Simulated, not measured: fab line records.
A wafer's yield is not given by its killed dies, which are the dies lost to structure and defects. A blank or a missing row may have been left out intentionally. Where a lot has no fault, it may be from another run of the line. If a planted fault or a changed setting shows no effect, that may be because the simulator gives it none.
One fault seen from 3 desks :: flow nand-harc :: numbers are kept per desk, each desk with only its own; the story behind them comes last

== THE METROLOGY DESK ==
Lot by lot, what the gauges showed, no matter which tool ran the lot: averages of those sampled wafers that carry a number. Marked OUT: a lot whose mean sits more than 4 standard deviations from the usual mean, which makes it out of limits; the brackets give that distance.
Columns: A = thk-nm at NHARC_A_ONON_D1_THK_MEAS_18, usual 999 nm
lot: L804
first seen here: day 8 08:02
A: 994

lot: L805
first seen here: day 8 19:40
A: 988

lot: L806
first seen here: day 8 19:40
A: 1001

lot: L807
first seen here: day 9 09:06
A: 1001

lot: L808
first seen here: day 9 15:59
A: 1018

lot: L809
first seen here: day 10 15:38
A: 985

lot: L810
first seen here: day 10 15:40
A: 999

lot: L817
first seen here: day 13 12:11
A: 1281 (+36) OUT

lot: L818
first seen here: day 14 07:50
A: 1562 (+71) OUT

lot: L822
first seen here: day 15 17:10
A: 1015

lot: L824
first seen here: day 16 08:44
A: 1006

lot: L825
first seen here: day 16 19:42
A: 995

lot: L826
first seen here: day 17 02:58
A: 989

lot: L827
first seen here: day 17 23:22
A: 1007
This desk finds L817, L818 out of limits, L817 being first, at day 13 12:11 (thk-nm at NHARC_A_ONON_D1_THK_MEAS_18). In limits: L804, L805, L806, L807, L808, L809, L810, L822, L824, L825, L826, L827.

== DESK OF THE TOOL OWNER: pecvd-onon-02 ==
The tool's own readings at NHARC_A_ONON_D1_DEP_16 (target thk 1000 nm): means of the sampled wafers that have a number, for each lot that ran on this tool. Marked OUT: a lot whose mean sits more than 4 standard deviations from the usual mean, which makes it out of limits; the brackets give that distance.
Columns: A = nh3-flow-sccm at NHARC_A_ONON_D1_DEP_16, usual 500.5 sccm
lot: L809
first seen here: day 10 15:08
A: 499.5

lot: L817
first seen here: day 13 11:55
A: 500.2

lot: L818
first seen here: day 14 07:19
A: 499.1

lot: L825
first seen here: day 16 19:15
A: 499.8

lot: L826
first seen here: day 17 02:31
A: 500.4
Result from this desk: across the 5 lots, nothing is out of limits.

== THE DEFECT DESK ==
What the inspections along the route counted, lot by lot: means of the sampled wafers that have a number. Marked OUT: a lot whose mean sits more than 4 standard deviations from the usual mean, which makes it out of limits; the brackets give that distance.
Columns: A = raw-defect-count at NHARC_A_START_INSPECT_01, usual 3.4
lot: L804
first seen here: day 6 17:27
A: 2.7

lot: L805
first seen here: day 7 08:24
A: 2.0

lot: L806
first seen here: day 7 09:06
A: 3.7

lot: L807
first seen here: day 7 23:32
A: 2.0

lot: L808
first seen here: day 8 07:13
A: 4.0

lot: L809
first seen here: day 8 23:37
A: 3.3

lot: L810
first seen here: day 9 09:10
A: 3.3

lot: L817
first seen here: day 12 03:29
A: 2.0

lot: L818
first seen here: day 12 20:39
A: 1.0

lot: L822
first seen here: day 14 08:16
A: 2.7

lot: L824
first seen here: day 14 22:42
A: 2.7

lot: L825
first seen here: day 15 08:40
A: 4.7

lot: L826
first seen here: day 15 17:44
A: 2.3

lot: L827
first seen here: day 16 08:44
A: 5.3
Result from this desk: across the 14 lots, nothing is out of limits.

== PUT TOGETHER ==
On L817, L818, the metrology desk was in a position to raise an alarm at day 13 12:11.
The tool owner's desk saw nothing out of limits.
Nothing out of limits was seen by the defect desk.
Tool owner's desk: L817, L818 on record, inside its limits.
The defect desk has L817, L818 on record, within its limits.
Of the lots named, all ran NHARC_A_ONON_D1_DEP_16 on pecvd-onon-02.

== WHAT THE SIMULATOR HAD PUT IN ==
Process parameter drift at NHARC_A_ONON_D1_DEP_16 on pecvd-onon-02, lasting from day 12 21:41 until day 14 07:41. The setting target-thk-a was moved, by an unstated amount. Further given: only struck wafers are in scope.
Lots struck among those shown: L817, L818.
Delay in hours, fault start to first out-of-limits reading, per desk: metrology desk 15.
